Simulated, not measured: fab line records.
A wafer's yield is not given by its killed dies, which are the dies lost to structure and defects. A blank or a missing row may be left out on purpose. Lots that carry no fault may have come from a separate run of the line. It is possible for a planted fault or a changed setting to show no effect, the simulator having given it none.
Which tool was responsible? | flow nand_harc | 24 lots, 72 wafers sampled, at 5 steps of a route of 1159

WHAT THE GAUGES READ, wafer by wafer
NHARC_A_CONTACT_OVL_MEAS_43. Usual: overlay_x_nm -0.1 nm, standard deviation 0.82; overlay_y_nm 0.2 nm, standard deviation 0.8.
lot  | measured     | on         | overlay_x_nm (nm) | overlay_y_nm (nm) | flag
L075 | day 16 06:31 | overlay-01 | -0.2 -0.2 -0.3    | 1.2 1.7 1.4       |
L074 | day 16 10:38 | overlay-02 | 1.1 1.0 1.4       | 0.4 0.6 0.9       |
L076 | day 16 16:44 | overlay-01 | -0.2 0.4 0.2      | 0.5 1.2 0.9       |
L077 | day 16 17:31 | overlay-01 | 0.1 0.0 0.3       | 0.7 1.0 1.2       |
L078 | day 17 19:30 | overlay-01 | 0.1 0.2 0.3       | 0.0 -0.3 -0.6     |
L079 | day 17 20:28 | overlay-01 | 0.4 -0.3 0.5      | -0.8 0.3 -0.5     |
L080 | day 17 23:54 | overlay-02 | -0.2 0.2 0.1      | 0.8 1.2 1.0       |
L082 | day 18 09:07 | overlay-01 | -1.7 -1.2 -1.4    | -2.3 -1.9 -2.0    |
L083 | day 18 11:15 | overlay-02 | 0.5 0.7 0.0       | -0.1 -0.6 -0.4    |
L081 | day 18 16:03 | overlay-02 | 0.9 0.1 -0.3      | 0.6 0.6 0.6       |
L086 | day 19 02:38 | overlay-01 | -0.9 -1.3 -0.8    | 0.7 0.7 0.4       |
L084 | day 19 04:53 | overlay-01 | 0.5 0.9 0.8       | 1.4 0.8 0.4       |
L085 | day 19 10:02 | overlay-01 | -0.5 -0.6 -0.8    | 0.8 0.9 1.1       |
L087 | day 19 13:08 | overlay-01 | -1.9 -1.9 -1.7    | 0.5 0.0 0.5       |
L089 | day 19 21:02 | overlay-02 | 0.1 -0.1 -0.5     | 0.4 0.2 0.5       |
L088 | day 19 21:19 | overlay-02 | -0.4 -0.6 -0.8    | 1.2 0.7 1.1       |
L090 | day 20 15:12 | overlay-01 | -0.3 -0.4 -0.1    | 0.1 -0.3 0.0      |
L093 | day 20 16:02 | overlay-02 | 1.1 1.2 1.1       | -0.1 -0.5 -0.7    |
L091 | day 20 21:41 | overlay-02 | 0.4 0.1 0.6       | -0.5 0.0 0.1      |
L094 | day 21 12:41 | overlay-02 | 0.3 0.7 0.5       | -1.3 -1.3 -0.9    |
L092 | day 21 15:22 | overlay-02 | -1.4 -0.6 -0.6    | 0.1 0.9 -0.2      |
L095 | day 21 18:29 | overlay-02 | 0.6 0.6 0.9       | -1.0 -0.7 -0.9    |
L096 | day 21 23:27 | overlay-01 | 0.6 0.5 0.3       | 0.4 0.5 0.5       |
L097 | day 22 04:40 | overlay-01 | -1.5 -1.6 -1.5    | 0.1 0.9 0.5       |

NHARC_A_CONTACT_OVL_MEAS_70. Usual: overlay_x_nm 0.0 nm, standard deviation 0.8; overlay_y_nm 0.2 nm, standard deviation 0.66.
lot  | measured     | on         | overlay_x_nm (nm) | overlay_y_nm (nm) | flag
L075 | day 16 19:25 | overlay-01 | -0.7 -0.7 -0.9    | 0.0 0.1 0.2       |
L074 | day 16 20:58 | overlay-02 | -1.4 -1.5 -1.9    | 0.8 0.5 0.8       |
L076 | day 17 00:35 | overlay-02 | 0.5 0.7 0.8       | 0.5 0.4 0.3       |
L077 | day 17 02:01 | overlay-01 | 0.5 1.1 0.5       | 0.3 0.5 0.0       |
L078 | day 18 03:36 | overlay-01 | -0.1 0.4 0.8      | 0.0 -0.3 -0.4     |
L079 | day 18 06:45 | overlay-01 | 0.9 0.1 0.3       | 0.7 1.0 0.5       |
L080 | day 18 08:27 | overlay-02 | -0.4 -0.2 0.2     | 1.1 1.1 1.0       |
L082 | day 18 17:00 | overlay-01 | 0.0 0.0 0.1       | -0.9 -0.6 -1.0    |
L083 | day 18 18:52 | overlay-01 | 0.9 0.4 0.0       | 0.3 -0.2 -0.5     |
L081 | day 18 22:50 | overlay-01 | 0.9 0.2 0.1       | -0.1 0.3 -0.1     |
L086 | day 19 09:52 | overlay-02 | -0.8 -0.2 0.3     | 0.7 0.7 0.5       |
L084 | day 19 12:14 | overlay-02 | -0.3 -0.3 -0.4    | -0.8 -0.6 -0.8    |
L085 | day 19 18:36 | overlay-01 | 0.4 0.1 0.4       | -1.1 -0.6 -1.3    |
L087 | day 19 23:39 | overlay-01 | 0.3 -0.1 0.9      | 0.5 0.3 1.0       |
L089 | day 20 04:02 | overlay-02 | -0.5 -0.6 -0.4    | -0.4 0.5 -0.2     |
L088 | day 20 04:40 | overlay-01 | -0.9 -1.1 -0.5    | -0.5 -0.2 -1.1    |
L090 | day 20 23:27 | overlay-02 | 0.2 0.6 -0.1      | 0.4 -0.6 -0.4     |
L093 | day 21 01:35 | overlay-02 | -0.2 -0.1 0.0     | -0.2 -0.2 0.0     |
L091 | day 21 07:58 | overlay-02 | 1.4 1.5 1.6       | 1.8 1.9 1.8       |
L094 | day 21 20:18 | overlay-01 | -0.4 -0.4 -0.8    | 0.1 0.4 0.0       |
L092 | day 22 00:54 | overlay-02 | 1.2 1.4 1.2       | 0.1 0.1 -0.1      |
L095 | day 22 01:35 | overlay-01 | -0.8 -1.4 -1.5    | 0.4 0.5 0.5       |
L096 | day 22 06:22 | overlay-02 | 0.2 0.1 -0.2      | -0.2 -0.1 -0.5    |
L097 | day 22 12:07 | overlay-02 | -0.6 -0.7 -0.8    | 0.4 0.2 0.5       |

TOOL THAT RAN EACH LOT (tool first, then ch and the chambers of the sampled wafers, then the start)
lot  | NHARC_A_CONTACT_ETCH_49                       | NHARC_A_CONTACT_ETCH_50                       | NHARC_A_CONTACT_ETCH_119
L075 | rie_diel-12 ch 0,1,2, day 16 09:22 or earlier | rie_diel-12 ch 1,2, day 16 09:22 or earlier   | har_cap_etch-01 ch 0,1, day 16 09:22
L074 | rie_diel-12 ch 0,1,2, day 16 13:05 or earlier | rie_diel-12 ch 0,1,2, day 16 13:05 or earlier | har_cap_etch-01 ch 0,1, day 16 13:05
L076 | rie_diel-12 ch 1,2,3, day 16 18:56 or earlier | rie_diel-12 ch 0,1,2, day 16 18:56 or earlier | har_cap_etch-03 ch 0,1, day 16 18:56
L077 | rie_diel-04 ch 0,1,3, day 16 19:48 or earlier | rie_diel-04 ch 1,2,3, day 16 19:48 or earlier | har_cap_etch-02 ch 0,1, day 16 19:48
L078 | rie_diel-12 ch 0,1,3, day 17 21:42 or earlier | rie_diel-12 ch 0,1,2, day 17 21:42 or earlier | har_cap_etch-02 ch 0,1, day 17 21:42
L079 | rie_diel-02 ch 0,1,2, day 17 22:40 or earlier | rie_diel-02 ch 1,2,3, day 17 22:40 or earlier | har_cap_etch-01 ch 0,1, day 17 22:40
L080 | rie_diel-12 ch 0,2, day 18 02:07 or earlier   | rie_diel-12 ch 0,1,3, day 18 02:07 or earlier | har_cap_etch-03 ch 0,1, day 18 02:07
L082 | rie_diel-12 ch 0,1,3, day 18 11:19 or earlier | rie_diel-12 ch 0,1,2, day 18 11:19 or earlier | har_cap_etch-02 ch 0,1, day 18 11:19
L083 | rie_diel-12 ch 2,3, day 18 13:26 or earlier   | rie_diel-12 ch 0,1,2, day 18 13:26 or earlier | har_cap_etch-01 ch 0,1, day 18 13:26
L081 | rie_diel-04 ch 0,1,3, day 18 18:15 or earlier | rie_diel-04 ch 0,3, day 18 18:15 or earlier   | har_cap_etch-03 ch 1, day 18 18:15
L086 | rie_diel-12 ch 2,3, day 19 04:50 or earlier   | rie_diel-12 ch 0,1,3, day 19 04:50 or earlier | har_cap_etch-02 ch 0,1, day 19 04:50
L084 | rie_diel-12 ch 1,2,3, day 19 07:33 or earlier | rie_diel-12 ch 0,1,3, day 19 07:33 or earlier | har_cap_etch-03 ch 0, day 19 07:33
L085 | rie_diel-12 ch 0,1,2, day 19 12:18 or earlier | rie_diel-12 ch 1,2,3, day 19 12:18 or earlier | har_cap_etch-01 ch 0,1, day 19 12:18
L087 | rie_diel-02 ch 0,2,3, day 19 17:23 or earlier | rie_diel-02 ch 0,1, day 19 17:23 or earlier   | har_cap_etch-02 ch 0,1, day 19 17:23
L089 | rie_diel-12 ch 1,2,3, day 19 23:16 or earlier | rie_diel-12 ch 0,3, day 19 23:16 or earlier   | har_cap_etch-03 ch 0,1, day 19 23:16
L088 | rie_diel-04 ch 0,1, day 19 23:58 or earlier   | rie_diel-04 ch 0,1, day 19 23:58 or earlier   | har_cap_etch-02 ch 0, day 19 23:58
L090 | rie_diel-12 ch 0,1,2, day 20 17:25 or earlier | rie_diel-12 ch 0,1, day 20 17:25 or earlier   | har_cap_etch-01 ch 1, day 20 17:25
L093 | rie_diel-02 ch 0,3, day 20 20:34 or earlier   | rie_diel-02 ch 2,3, day 20 20:34 or earlier   | har_cap_etch-02 ch 0,1, day 20 20:34
L091 | rie_diel-12 ch 1,2, day 21 00:11 or earlier   | rie_diel-12 ch 1,2, day 21 00:11 or earlier   | har_cap_etch-03 ch 1, day 21 00:11
L094 | rie_diel-02 ch 0,1, day 21 14:54 or earlier   | rie_diel-02 ch 0,1, day 21 14:54 or earlier   | har_cap_etch-01 ch 0,1, day 21 14:54
L092 | rie_diel-02 ch 0,1,2, day 21 17:57 or earlier | rie_diel-02 ch 0,1,2, day 21 17:57 or earlier | har_cap_etch-02 ch 0,1, day 21 17:57
L095 | rie_diel-12 ch 0,3, day 21 20:55 or earlier   | rie_diel-12 ch 1,3, day 21 20:55 or earlier   | har_cap_etch-01 ch 0,1, day 21 20:55
L096 | rie_diel-12 ch 0,2,3, day 22 01:38 or earlier | rie_diel-12 ch 0,2,3, day 22 01:38 or earlier | har_cap_etch-02 ch 0,1, day 22 01:38
L097 | rie_diel-12 ch 0,1,2, day 22 06:54 or earlier | rie_diel-12 ch 0,1,2, day 22 06:54 or earlier | har_cap_etch-01 ch 0,1, day 22 06:54
- NHARC_A_CONTACT_ETCH_49: etches the open film in N2/H2, target depth 260 nm, time 475.3 s.
- NHARC_A_CONTACT_ETCH_50: etches the open film in CF4/CHF3, target depth 84.7 nm, time 42.4 s.
- NHARC_A_CONTACT_ETCH_119: etches the open film in C4F8/O2/Ar, time 94 s, target depth 922 nm.

AS READ BY THE TOOLS THEMSELVES (means over the sampled wafers that have a number; for cases with no such wafer, the mark the record gives instead)
NHARC_A_CONTACT_ETCH_49. Usual: drypump_motor_current_A 5.65 A, standard deviation 0.26; n2_flow_sccm 150.0 sccm, standard deviation 0.48; oes_product_au 1.000 a.u., standard deviation 0.0068; rf_vpp_V 430.2 V, standard deviation 2.3; showerhead_plenum_p_Torr 2.03 Torr, standard deviation 0.075; throttle_valve_pct 14.171 %, standard deviation 0.0089.
lot  | tool        | drypump_motor_current_A (A) | n2_flow_sccm (sccm) | oes_product_au (a.u.) | rf_vpp_V (V) | showerhead_plenum_p_Torr (Torr) | throttle_valve_pct (%) | flag
L075 | rie_diel-12 | 5.72                        | 150.4               | 1.000                 | 430.4        | 2.04                            | 14.175                 |
L074 | rie_diel-12 | 5.73                        | 150.3               | 1.001                 | 430.7        | 2.04                            | 14.177                 |
L076 | rie_diel-12 | 5.69                        | 149.8               | 1.005                 | 430.1        | 1.98                            | 14.163                 |
L077 | rie_diel-04 | 5.59                        | 150.2               | 0.996                 | 432.0        | 2.09                            | 14.170                 |
L078 | rie_diel-12 | 5.59                        | 150.3               | 0.992                 | 430.3        | 2.04                            | 14.176                 |
L079 | rie_diel-02 | 5.91                        | 150.1               | 0.994                 | 431.9        | 2.09                            | 14.170                 |
L080 | rie_diel-12 | 5.75                        | 150.0               | 1.001                 | 429.6        | 2.02                            | 14.167                 |
L082 | rie_diel-12 | 5.59                        | 149.7               | 1.007                 | 430.5        | 2.04                            | 14.174                 |
L083 | rie_diel-12 | 5.76                        | 150.0               | 0.996                 | 427.6        | 1.96                            | 14.173                 |
L081 | rie_diel-04 | 5.58                        | 150.0               | 0.998                 | 430.8        | 2.08                            | 14.167                 |
L086 | rie_diel-12 | 5.71                        | 150.3               | 0.997                 | 427.7        | 1.96                            | 14.178                 |
L084 | rie_diel-12 | 5.70                        | 150.2               | 0.993                 | 428.2        | 1.98                            | 14.161                 |
L085 | rie_diel-12 | 5.72                        | 150.1               | 0.996                 | 430.9        | 2.04                            | 14.172                 |
L087 | rie_diel-02 | 5.60                        | 150.0               | 1.002                 | 432.4        | 2.09                            | 14.176                 |
L089 | rie_diel-12 | 5.70                        | 150.4               | 1.005                 | 429.1        | 1.98                            | 14.171                 |
L088 | rie_diel-04 | 5.50                        | 149.4               | 1.005                 | 431.7        | 2.11                            | 14.172                 |
L090 | rie_diel-12 | 5.73                        | 150.0               | 1.000                 | 430.6        | 2.03                            | 14.175                 |
L093 | rie_diel-02 | 5.41                        | 150.4               | 1.003                 | 431.4        | 2.09                            | 14.169                 |
L091 | rie_diel-12 | 5.84                        | 150.1               | 1.004                 | 428.1        | 1.97                            | 14.159                 |
L094 | rie_diel-02 | 5.71                        | 150.1               | 0.995                 | 432.0        | 2.08                            | 14.177                 |
L092 | rie_diel-02 | 5.92                        | 149.8               | 1.005                 | 431.9        | 2.08                            | 14.173                 |
L095 | rie_diel-12 | 5.45                        | 149.5               | 1.001                 | 429.1        | 2.01                            | 14.168                 |
L096 | rie_diel-12 | 5.59                        | 149.9               | 0.998                 | 429.7        | 2.01                            | 14.171                 |
L097 | rie_diel-12 | 5.72                        | 150.2               | 0.998                 | 429.9        | 2.03                            | 14.169                 |

NHARC_A_CONTACT_ETCH_50. Usual: drypump_motor_current_A 5.65 A, standard deviation 0.27; oes_product_au 0.951 a.u., standard deviation 0.023; rf_vpp_V 370.7 V, standard deviation 1.9; showerhead_plenum_p_Torr 1.57 Torr, standard deviation 0.054; throttle_valve_pct 16.804 %, standard deviation 0.0094.
lot  | tool        | drypump_motor_current_A (A) | oes_product_au (a.u.) | rf_vpp_V (V) | showerhead_plenum_p_Torr (Torr) | throttle_valve_pct (%) | flag
L075 | rie_diel-12 | 5.82                        | 0.963                 | 370.1        | 1.55                            | 16.805                 |
L074 | rie_diel-12 | 5.72                        | 0.920                 | 370.4        | 1.57                            | 16.809                 |
L076 | rie_diel-12 | 5.71                        | 0.978                 | 370.4        | 1.57                            | 16.804                 |
L077 | rie_diel-04 | 5.45                        | 0.945                 | 372.4        | 1.62                            | 16.798                 |
L078 | rie_diel-12 | 5.73                        | 0.969                 | 370.4        | 1.57                            | 16.801                 |
L079 | rie_diel-02 | 5.64                        | 0.923                 | 370.9        | 1.58                            | 16.794                 |
L080 | rie_diel-12 | 5.57                        | 0.962                 | 370.8        | 1.57                            | 16.807                 |
L082 | rie_diel-12 | 5.73                        | 0.964                 | 371.3        | 1.57                            | 16.805                 |
L083 | rie_diel-12 | 5.72                        | 0.964                 | 371.1        | 1.57                            | 16.800                 |
L081 | rie_diel-04 | 5.63                        | 0.918                 | 371.4        | 1.58                            | 16.799                 |
L086 | rie_diel-12 | 5.55                        | 0.971                 | 371.0        | 1.57                            | 16.803                 |
L084 | rie_diel-12 | 5.59                        | 0.925                 | 370.2        | 1.57                            | 16.811                 |
L085 | rie_diel-12 | 5.67                        | 0.953                 | 369.4        | 1.53                            | 16.808                 |
L087 | rie_diel-02 | 5.70                        | 0.956                 | 372.1        | 1.61                            | 16.813                 |
L089 | rie_diel-12 | 5.44                        | 0.957                 | 369.2        | 1.55                            | 16.807                 |
L088 | rie_diel-04 | 5.48                        | 0.928                 | 372.3        | 1.62                            | 16.798                 |
L090 | rie_diel-12 | 5.70                        | 0.966                 | 371.9        | 1.59                            | 16.801                 |
L093 | rie_diel-02 | 5.36                        | 0.925                 | 371.4        | 1.57                            | 16.800                 |
L091 | rie_diel-12 | 5.81                        | 0.972                 | 370.1        | 1.54                            | 16.806                 |
L094 | rie_diel-02 | 5.68                        | 0.921                 | 371.8        | 1.61                            | 16.804                 |
L092 | rie_diel-02 | 5.90                        | 0.922                 | 371.3        | 1.60                            | 16.808                 |
L095 | rie_diel-12 | 5.66                        | 0.962                 | 369.5        | 1.54                            | 16.813                 |
L096 | rie_diel-12 | 5.60                        | 0.968                 | 369.8        | 1.55                            | 16.797                 |
L097 | rie_diel-12 | 5.72                        | 0.949                 | 370.9        | 1.57                            | 16.805                 |

NHARC_A_CONTACT_ETCH_119. Usual: oes_air_line_au at 0.999 a.u., with a standard deviation of 0.019.
lot  | tool            | oes_air_line_au (a.u.) | flag
L075 | har_cap_etch-01 | 0.981                  |
L074 | har_cap_etch-01 | 0.986                  |
L076 | har_cap_etch-03 | 1.000                  |
L077 | har_cap_etch-02 | 1.011                  |
L078 | har_cap_etch-02 | 0.982                  |
L079 | har_cap_etch-01 | 1.001                  |
L080 | har_cap_etch-03 | 0.987                  |
L082 | har_cap_etch-02 | 1.000                  |
L083 | har_cap_etch-01 | 0.981                  |
L081 | har_cap_etch-03 | 1.001                  |
L086 | har_cap_etch-02 | 0.993                  |
L084 | har_cap_etch-03 | 1.008                  |
L085 | har_cap_etch-01 | 1.006                  |
L087 | har_cap_etch-02 | 1.009                  |
L089 | har_cap_etch-03 | 0.994                  |
L088 | har_cap_etch-02 | 1.009                  |
L090 | har_cap_etch-01 | 0.989                  |
L093 | har_cap_etch-02 | 1.001                  |
L091 | har_cap_etch-03 | 1.014                  |
L094 | har_cap_etch-01 | 1.002                  |
L092 | har_cap_etch-02 | 1.002                  |
L095 | har_cap_etch-01 | 0.982                  |
L096 | har_cap_etch-02 | 0.993                  |
L097 | har_cap_etch-01 | 1.012                  |

THE ANSWER, worked out from the rows above alone
Rule: a lot counts as off when the mean over its wafers that have a number is more than 3 standard deviations away from the usual mean. A lot without any number at a reading at which 4 lots or more have one is off too. Where the step has rows for the other lots, those lots are counted as sound. Order of review: gauges by route order, followed by the tools' own readings, for which a lot's mean as printed above is used. At the first step where some lot is off, the reading lying furthest off is the one used; lots without a number count as furthest.
Nothing can be told from this: no lot is off at any reading shown.

WHAT THE SIMULATOR HAD PUT IN
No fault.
